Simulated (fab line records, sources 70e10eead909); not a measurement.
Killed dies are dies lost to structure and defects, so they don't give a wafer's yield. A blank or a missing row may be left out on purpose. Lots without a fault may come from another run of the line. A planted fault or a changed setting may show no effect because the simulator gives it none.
Which tool did it? | flow nand_harc | 14 lots, 40 wafers sampled, at 6 steps of a route of 1302

WHAT THE GAUGES READ, wafer by wafer
NHARC_A_BLC_INSPECT_28. Usual: raw_defect_count 547, standard deviation 120.
lot  | measured     | on                | raw_defect_count | flag
L632 | day 22 17:56 | defect_inspect-02 | 496 481 313      |
L631 | day 22 19:03 | defect_inspect-02 | 792 653 579      |
L633 | day 24 00:22 | defect_inspect-01 | 550 603 625      |
L635 | day 24 03:29 | defect_inspect-02 | 571 521 472      |
L639 | day 25 20:48 | defect_inspect-02 | 675 534          |
L640 | day 26 12:57 | defect_inspect-02 | 628 443          |
L643 | day 28 12:50 | defect_inspect-02 | 649 661 612      |
L647 | day 29 08:41 | defect_inspect-02 | 531 690 522      |
L645 | day 29 14:28 | defect_inspect-01 | 506 532 640      |
L646 | day 30 02:07 | defect_inspect-02 | 367 414 387      |
L649 | day 30 05:58 | defect_inspect-02 | 650 528 588      |
L650 | day 31 02:03 | defect_inspect-01 | 652 601 523      |
L651 | day 31 04:53 | defect_inspect-02 | 594 640 645      |
L654 | day 32 14:51 | defect_inspect-01 | 508 482 561      |

NHARC_END_SORT_01. Usual: defect_limited_yield 91.0 %, standard deviation 2.8; killed_at_array 56, standard deviation 18; killed_at_other 1.4, standard deviation 1.5; killed_at_periphery 4, standard deviation 3.1; killed_dies 61, standard deviation 19; killed_open 3.5, standard deviation 1.8; killed_short 2.4, standard deviation 1.4.
lot  | measured     | on        | defect_limited_yield (%) | killed_at_array | killed_at_other | killed_at_periphery | killed_dies | killed_open | killed_short | flag
L639 | day 27 14:08 | prober-01 | 82.9                     | 110             | 0               | 6                   | 116         | 2           | 1            |

WHICH TOOL RAN EACH LOT (tool, then ch and the chambers of the sampled wafers, then the start)
lot  | NHARC_A_BLC_DEGAS_30         | NHARC_A_BLC_CVD_24                       | NHARC_A_M0_ECD_22              | NHARC_A_M0_CMP_23
L632 | pvd_sputter-01, day 22 16:34 | cvd_w-02 ch 0,1, day 22 17:56 or earlier | ecd_cu-02 ch 0,1, day 22 20:21 | cmp-01 ch 0,2, day 22 21:04
L631 | pvd_sputter-02, day 22 17:41 | cvd_w-01 ch 0,1, day 22 19:03 or earlier | ecd_cu-01 ch 0,1, day 22 21:32 | cmp-04 ch 0,2,3, day 22 22:11
L633 | pvd_sputter-02, day 23 22:44 | cvd_w-02 ch 0,1, day 24 00:22 or earlier | ecd_cu-01 ch 1, day 24 02:49   | cmp-02 ch 0,1,3, day 24 03:31
L635 | pvd_sputter-01, day 24 01:36 | cvd_w-02 ch 0,1, day 24 03:29 or earlier | ecd_cu-02 ch 0,1, day 24 06:04 | cmp-04 ch 0,1,2, day 24 06:45
L639 | pvd_sputter-01, day 25 19:23 | cvd_w-02 ch 0,1, day 25 20:48 or earlier | ecd_cu-01 ch 1, day 25 23:46   | cmp-01 ch 0,3, day 26 00:28
L640 | pvd_sputter-03, day 26 11:37 | cvd_w-02 ch 0,1, day 26 12:57 or earlier | ecd_cu-01 ch 0,1, day 26 15:31 | cmp-04 ch 0,1, day 26 16:08
L643 | pvd_sputter-02, day 28 11:28 | cvd_w-02 ch 0,1, day 28 12:50 or earlier | ecd_cu-02 ch 0,1, day 28 15:16 | cmp-04 ch 0,1,2, day 28 16:02
L647 | pvd_sputter-02, day 29 07:19 | cvd_w-02 ch 0,1, day 29 08:41 or earlier | ecd_cu-01 ch 0,1, day 29 11:43 | cmp-04 ch 0,2,3, day 29 12:45
L645 | pvd_sputter-01, day 29 13:05 | cvd_w-01 ch 0,1, day 29 14:28 or earlier | ecd_cu-02 ch 0,1, day 29 17:01 | cmp-01 ch 0,2,3, day 29 17:44
L646 | pvd_sputter-02, day 30 00:44 | cvd_w-01 ch 0,1, day 30 02:07 or earlier | ecd_cu-01 ch 0,1, day 30 04:44 | cmp-01 ch 0,1,3, day 30 05:26
L649 | pvd_sputter-01, day 30 04:34 | cvd_w-01 ch 0,1, day 30 05:58 or earlier | ecd_cu-01 ch 1, day 30 08:23   | cmp-04 ch 1,3, day 30 09:04
L650 | pvd_sputter-02, day 31 00:41 | cvd_w-01 ch 0,1, day 31 02:03 or earlier | ecd_cu-02 ch 0,1, day 31 04:32 | cmp-01 ch 0,1,3, day 31 05:14
L651 | pvd_sputter-03, day 31 03:30 | cvd_w-02 ch 0,1, day 31 04:53 or earlier | ecd_cu-01 ch 0,1, day 31 07:20 | cmp-01 ch 1,2,3, day 31 08:01
L654 | pvd_sputter-02, day 32 13:29 | cvd_w-01 ch 0,1, day 32 14:51 or earlier | ecd_cu-01 ch 0,1, day 32 17:17 | cmp-01 ch 1,3, day 32 17:59
- NHARC_A_BLC_DEGAS_30: time 60 s.
- NHARC_A_BLC_CVD_24: deposits W, target thk 150 nm, time 434 s.
- NHARC_A_M0_ECD_22: material Cu, target thk 400 nm.
- NHARC_A_M0_CMP_23: polishes, t overpolish 20 s, target thk 113.75 nm.

WHAT THE TOOLS THEMSELVES READ (means of the sampled wafers that have a number; where no wafer has one, the mark that the record gives instead)
NHARC_A_BLC_DEGAS_30. Usual: heater_power_w 461 W, standard deviation 63.
lot  | tool           | heater_power_w (W) | flag
L632 | pvd_sputter-01 | 430                |
L631 | pvd_sputter-02 | 473                |
L633 | pvd_sputter-02 | 493                |
L635 | pvd_sputter-01 | 479                |
L639 | pvd_sputter-01 | 396                |
L640 | pvd_sputter-03 | 486                |
L643 | pvd_sputter-02 | 504                |
L647 | pvd_sputter-02 | 434                |
L645 | pvd_sputter-01 | 455                |
L646 | pvd_sputter-02 | 478                |
L649 | pvd_sputter-01 | 511                |
L650 | pvd_sputter-02 | 429                |
L651 | pvd_sputter-03 | 511                |
L654 | pvd_sputter-02 | 508                |

NHARC_A_BLC_CVD_24. Usual: heater_power_w 456 W, standard deviation 25; mfc_wf6_sccm 39.99 sccm, standard deviation 0.12; throttle_valve_pct 7.80 %, standard deviation 0.23.
lot  | tool     | heater_power_w (W) | mfc_wf6_sccm (sccm) | throttle_valve_pct (%) | flag
L632 | cvd_w-02 | 484                | 39.98               | 7.57                   |
L631 | cvd_w-01 | 444                | 39.82               | 7.95                   |
L633 | cvd_w-02 | 469                | 39.92               | 7.76                   |
L635 | cvd_w-02 | 478                | 40.01               | 7.81                   |
L639 | cvd_w-02 | 486                | 40.05               | 7.70                   |
L640 | cvd_w-02 | 474                | 39.99               | 7.68                   |
L643 | cvd_w-02 | 470                | 40.15               | 7.53                   |
L647 | cvd_w-02 | 466                | 40.05               | 7.37                   |
L645 | cvd_w-01 | 452                | 40.14               | 8.11                   |
L646 | cvd_w-01 | 452                | 40.08               | 8.05                   |
L649 | cvd_w-01 | 453                | 39.91               | 7.98                   |
L650 | cvd_w-01 | 433                | 40.02               | 8.12                   |
L651 | cvd_w-02 | 471                | 40.01               | 7.73                   |
L654 | cvd_w-01 | 437                | 39.99               | 7.94                   |

NHARC_A_M0_CMP_23. Usual: motor_current_A 12.6 A, standard deviation 1.6; slurry_filter_dp_kPa 13.49 kPa, standard deviation 0.12; time_to_endpoint_s 29.6 s, standard deviation 2.1.
lot  | tool   | motor_current_A (A) | slurry_filter_dp_kPa (kPa) | time_to_endpoint_s (s) | flag
L632 | cmp-01 | 12.9                | 13.49                      | 29.3                   |
L631 | cmp-04 | 11.8                | 13.51                      | 28.6                   |
L633 | cmp-02 | 12.3                | 13.52                      | 29.0                   |
L635 | cmp-04 | 12.6                | 13.42                      | 29.3                   |
L639 | cmp-01 | 11.9                | 13.44                      | 19.2                   | OFF
L640 | cmp-04 | 12.6                | 13.44                      | 19.6                   | OFF
L643 | cmp-04 | 12.6                | 13.53                      | 31.5                   |
L647 | cmp-04 | 12.2                | 13.50                      | 29.6                   |
L645 | cmp-01 | 12.4                | 13.57                      | 27.5                   |
L646 | cmp-01 | 12.6                | 13.45                      | 30.0                   |
L649 | cmp-04 | 10.5                | 13.35                      | 28.4                   |
L650 | cmp-01 | 13.0                | 13.65                      | 28.1                   |
L651 | cmp-01 | 13.5                | 13.56                      | 31.5                   |
L654 | cmp-01 | 14.1                | 13.47                      | 28.2                   |

THE ANSWER, worked out from the rows above alone
Rule: a lot is off if the mean of its wafers that have a number lies more than 3 standard deviations from the usual mean. A lot without any number at a reading at which 4 lots or more have one is off too. The other lots that the step has rows for count as sound. The gauges are gone through in route order, then the tools' own readings, and for those a lot's mean is taken as printed above. The first step at which some lot is off is used, and at that step the reading that is off furthest; a lot without a number counts as furthest.
Off: L639, L640, at NHARC_A_M0_CMP_23 (time_to_endpoint_s).
A tool fits if, at that step or a process step before it, it ran every lot that is off, and no sound lot after the first of them. NHARC_A_BLC_CVD_24 gives no start for some lots, so the hours and the order of its lots are those of NHARC_A_BLC_INSPECT_28. None of those tried fits.

WHAT THE SIMULATOR HAD PUT IN
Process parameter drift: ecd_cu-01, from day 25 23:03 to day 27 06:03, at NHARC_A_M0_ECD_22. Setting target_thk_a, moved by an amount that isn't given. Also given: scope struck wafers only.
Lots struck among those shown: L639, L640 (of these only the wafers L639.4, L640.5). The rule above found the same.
